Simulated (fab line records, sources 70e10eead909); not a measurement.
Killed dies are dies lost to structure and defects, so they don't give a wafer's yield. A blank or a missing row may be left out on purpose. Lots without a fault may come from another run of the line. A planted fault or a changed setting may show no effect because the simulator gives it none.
A struck lot beside a sound one | flow nand_harc | 15 steps out of a route of 1302
Sound: wafers L354.2, L354.3, L354.6. Struck: wafers L361.1, L361.4, L361.5. The cause comes at the end.
At each step with rows: each side's tool, then ch and its chambers, then its first start. Under that, the readings that differ: sound wafers | struck wafers | difference of the means | sigmas: that difference in standard deviations of wafers without a fault.
alike: readings whose means differ by less than 2 such deviations, and words and numbers that are the same on both sides. not compared: withheld readings, readings that some wafer has no value for, bounds like >300 that may hide the same value, and numbers for which the record gives no deviation and whose values overlap.
The two part at a step that has a row with sigmas, a row that says differs or no value, or rows on one side only. Numbers that don't overlap but have no deviation are shown without sigmas and don't part them. A reading that every wafer of one side lacks parts them only if that side has two wafers or more.

NHARC_P_ZERO_WELL_CD_MEAS_24: target cd 720 nm.
  sound on cd_sem-02 ch 0, day 1 22:38; struck on cd_sem-02 ch 0, day 4 22:04
  alike: cd_nm
then, 1 step without rows for these wafers: NHARC_P_ZERO_WELL_HARDBAKE_25 (time 80 s).
NHARC_P_ZERO_WELL_DESCUM_26: chemistry O2, time 3 s.
  sound on rie_diel-10 ch 0,1,3, day 1 22:49; struck on rie_diel-10 ch 0,2, day 4 22:20
  reading               | sound             | struck            | difference | sigmas
  oes_product_au (a.u.) | 1.003 0.981 0.976 | 1.007 1.006 1.013 | +0.022     | +2
  alike: drypump_motor_current_A, rf_vpp_V, showerhead_plenum_p_Torr, throttle_valve_pct
  not compared: rf_hours_counter_h
then, 9 steps without rows for these wafers: NHARC_P_ZERO_WELL_IMPLANT_27; NHARC_P_ZERO_WELL_IMPLANT_57; NHARC_P_ZERO_WELL_IMPLANT_58; NHARC_P_ZERO_WELL_STRIP_28 (strips in SPM, time 840 s); NHARC_P_ZERO_WELL_DEHYDRATE_29 (time 120 s); NHARC_P_ZERO_WELL_HMDS_30 (time 30 s); NHARC_P_ZERO_WELL_COAT_31; NHARC_P_ZERO_WELL_SOFTBAKE_32 (time 95 s); NHARC_P_ZERO_WELL_EBR_33.
NHARC_P_ZERO_WELL_EXPOSE_34: exposes mask P PWELL, target cd 720 nm.
  sound on krf_scanner-01 ch 0, day 2 00:07; struck on krf_scanner-01 ch 0, day 4 23:40
  reading                             | sound                | struck               | difference | sigmas
  model.P_ZERO_WELL.overlay_x_nm (nm) | -4.379 -4.379 -4.379 | -63.37 -63.37 -63.37 | -58.99     |
  alike: mask, focus_offset_nm
then, 2 steps without rows for these wafers: NHARC_P_ZERO_WELL_PEB_35 (peb time 85 s); NHARC_END_SORT_01.

WHERE THEY PART
Only at NHARC_P_ZERO_WELL_DESCUM_26, within this record. Later steps at which nothing parts them and some readings are alike: NHARC_P_ZERO_WELL_EXPOSE_34.

WHY: what the simulator had put in
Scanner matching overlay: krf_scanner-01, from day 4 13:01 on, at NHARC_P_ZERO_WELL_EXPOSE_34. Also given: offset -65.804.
